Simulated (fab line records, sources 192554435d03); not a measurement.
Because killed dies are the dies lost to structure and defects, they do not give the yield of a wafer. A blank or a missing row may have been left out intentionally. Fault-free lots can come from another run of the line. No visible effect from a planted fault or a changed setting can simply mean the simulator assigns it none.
Matching of chambers :: flow n5-finfet :: N5_SPACER0_ALD_07 on ald-sin-01: 4 sister chambers
The step deposits SiNx, target thk 2 nm. 4 wafers are shown with their chamber, then 6 later ones without.

EACH WAFER AND ITS CHAMBER
wafer: L143.1
chamber: 2
heater-power-w (W): 790

wafer: L144.2
chamber: 3
heater-power-w (W): 789

wafer: L146.1
chamber: 0
heater-power-w (W): 898

wafer: L146.5
chamber: 1
heater-power-w (W): 825

WAFERS WHOSE CHAMBER IS MISSING
wafer: L153.1
heater-power-w (W): 795

wafer: L153.5
heater-power-w (W): 793

wafer: L153.6
heater-power-w (W): 800

wafer: L155.3
heater-power-w (W): 882

wafer: L155.4
heater-power-w (W): 799

wafer: L155.5
heater-power-w (W): 909

EACH ONE'S CHAMBER
wafer: L153.1
from the rows above: can't be placed: 2 or 3
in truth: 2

wafer: L153.5
from the rows above: can't be placed: 2 or 3
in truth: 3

wafer: L153.6
from the rows above: can't be placed: 2 or 3 or 1
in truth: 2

wafer: L155.3
from the rows above: 0
in truth: 0

wafer: L155.4
from the rows above: can't be placed: 2 or 3 or 1
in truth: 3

wafer: L155.5
from the rows above: 0
in truth: 0
Correct placement for 2 of the 6. Not placeable from these rows: 4 (in 4, the candidates include the true chamber). Wrongly placed: 0.
How it was worked out, from the rows above alone: a wafer's distance from a chamber is the root of the sum, over the readings, of the square of ((its reading less the chamber's mean) divided by the reading's scatter). The wafer belongs to the nearest chamber; if the next one is less than 2 further off, it can't be placed. For every chamber, the mean is computed from those of its wafers that are shown. The scatter: root of mean squared gap, hidden wafer to nearest shown wafer, with one shown wafer a chamber.
